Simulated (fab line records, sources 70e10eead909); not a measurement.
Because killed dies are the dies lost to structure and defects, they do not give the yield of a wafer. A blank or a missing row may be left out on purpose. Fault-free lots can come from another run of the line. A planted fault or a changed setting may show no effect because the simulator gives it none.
Chamber matching    flow nand-harc    rie-diel-11 running NHARC_A_CONTACT_ETCH_90: 4 sister chambers
The step etches the open film in CH3F/O2, target depth 40 nm, time 85.7 s. 8 wafers are shown with their chamber, then 8 later ones without.

## EACH WAFER AND ITS CHAMBER
wafer   chamber  showerhead-plenum-p-Torr (Torr)  rf-vpp-V (V)
L079.6  2        2.58                             246.8
L083.4  2        2.57                             246.1
L084.4  0        2.64                             248.2
L084.5  1        2.35                             242.7
L084.6  0        2.64                             246.9
L086.2  1        2.35                             242.3
L086.6  3        2.59                             246.7
L088.3  3        2.59                             246.3

## WAFERS WHOSE CHAMBER IS MISSING
wafer   showerhead-plenum-p-Torr (Torr)  rf-vpp-V (V)
L088.4  2.57                             246.1
L088.6  2.64                             244.7
L092.1  2.58                             245.0
L092.2  2.56                             245.4
L092.6  2.56                             244.5
L097.2  2.62                             246.2
L097.5  2.58                             245.8
L097.6  2.62                             247.7

## EACH ONE'S CHAMBER
wafer   from the rows above      in truth
L088.4  2                        2
L088.6  0                        0
L092.1  can't be placed: 2 or 3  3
L092.2  2                        2
L092.6  2                        2
L097.2  0                        0
L097.5  can't be placed: 2 or 3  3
L097.6  0                        0
Placed correctly: 6 of 8. Unplaceable from these rows: 2, with the true chamber sitting among the candidates in 2. Wrongly placed: 0.
How it was worked out, from the rows above alone: a wafer's distance from a chamber is the root of the sum, over the readings, of the square of ((its reading less the chamber's mean) divided by the reading's scatter). The wafer belongs to the nearest chamber; if the next one is less than 2 further off, it can't be placed. Each chamber's mean is taken over the wafers shown for it. The scatter is the square root of a quotient: the sum, over the shown wafers, of each reading's squared deviation from its chamber's mean, divided by wafers minus chambers.
